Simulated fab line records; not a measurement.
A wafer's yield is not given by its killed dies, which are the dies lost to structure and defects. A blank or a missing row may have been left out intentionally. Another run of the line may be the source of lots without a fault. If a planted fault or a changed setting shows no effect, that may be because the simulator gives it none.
Chamber matching ; flow n5Finfet ; N5_BEOL_M1_ETCH_77 on rieDiel-02 has 4 sister chambers
The step etches underlayer in N2/H2, target depth 6.5 nm, time 5.2 s. 27 wafers are shown with their chamber, then 12 later ones without.

## WAFERS, EACH WITH ITS CHAMBER
wafer;chamber;drypumpMotorCurrentA (A);showerheadPlenumPTorr (Torr);throttleValvePct (%)
L076.3;3;4.9;2.61;17.91
L076.5;0;6.1;2.67;17.62
L076.6;3;4.9;2.61;17.94
L077.2;1;5.8;2.51;18.23
L077.3;2;5.0;2.47;17.79
L077.4;0;6.1;2.67;17.62
L078.1;1;5.8;2.51;18.24
L078.4;3;4.9;2.61;17.94
L078.5;1;5.8;2.51;18.24
L079.1;1;5.8;2.50;18.26
L079.4;2;5.1;2.47;17.85
L079.6;3;4.9;2.61;17.92
L081.3;0;6.1;2.66;17.61
L081.5;3;4.9;2.61;17.91
L081.6;2;5.1;2.47;17.85
L082.1;1;5.8;2.50;18.26
L082.4;1;5.8;2.50;18.23
L082.6;3;4.9;2.61;17.92
L084.1;3;4.9;2.61;17.94
L084.2;1;5.8;2.50;18.25
L084.6;0;6.1;2.66;17.64
L087.1;3;4.9;2.60;17.98
L087.2;0;6.1;2.66;17.64
L087.3;2;5.1;2.46;17.85
L092.2;2;5.1;2.46;17.84
L092.4;3;4.9;2.60;17.99
L092.5;2;5.1;2.46;17.86

SIGNATURES, as means of the wafers listed above
reading;chamber 0;chamber 1;chamber 2;chamber 3;scatter within a chamber
drypumpMotorCurrentA;6.100;5.800;5.083;4.900;0.019
showerheadPlenumPTorr;2.6640;2.5043;2.4650;2.6078;0.00509
throttleValvePct;17.6260;18.2443;17.8400;17.9389;0.0224
Rule: distance of a wafer from a chamber = root of the sum over the readings of ((wafer's reading minus chamber's mean) / reading's scatter) squared. The wafer belongs to the nearest chamber; if the next one is less than 2 further off, it can't be placed. How the scatter is found: for the shown wafers, subtract from each reading the mean of its chamber, square and add these, divide the total by (wafers less chambers), then take the root.

## WAFERS WITHOUT THEIR CHAMBER
wafer;drypumpMotorCurrentA (A);showerheadPlenumPTorr (Torr);throttleValvePct (%)
L093.1;5.1;2.46;17.87
L093.5;5.1;2.46;17.84
L093.6;4.9;2.60;17.97
L094.1;4.9;2.60;17.98
L094.3;5.0;2.46;17.86
L094.4;6.1;2.65;17.65
L095.2;4.9;2.60;17.97
L095.4;5.8;2.50;17.82
L095.5;6.1;2.65;17.65
L096.1;5.8;2.50;17.81
L096.3;5.1;2.46;17.87
L096.6;5.8;2.49;17.85

## CHAMBER TAKEN BY EACH
wafer;from the rows above;in truth
L093.1;2;2
L093.5;2;2
L093.6;3;3
L094.1;3;3
L094.3;2;2
L094.4;0;0
L095.2;3;3
L095.4;1;1
L095.5;0;0
L096.1;1;1
L096.3;2;2
L096.6;1;1
Placed correctly: 12 of 12. Left unplaced by these rows: 0. Wrongly placed: 0.
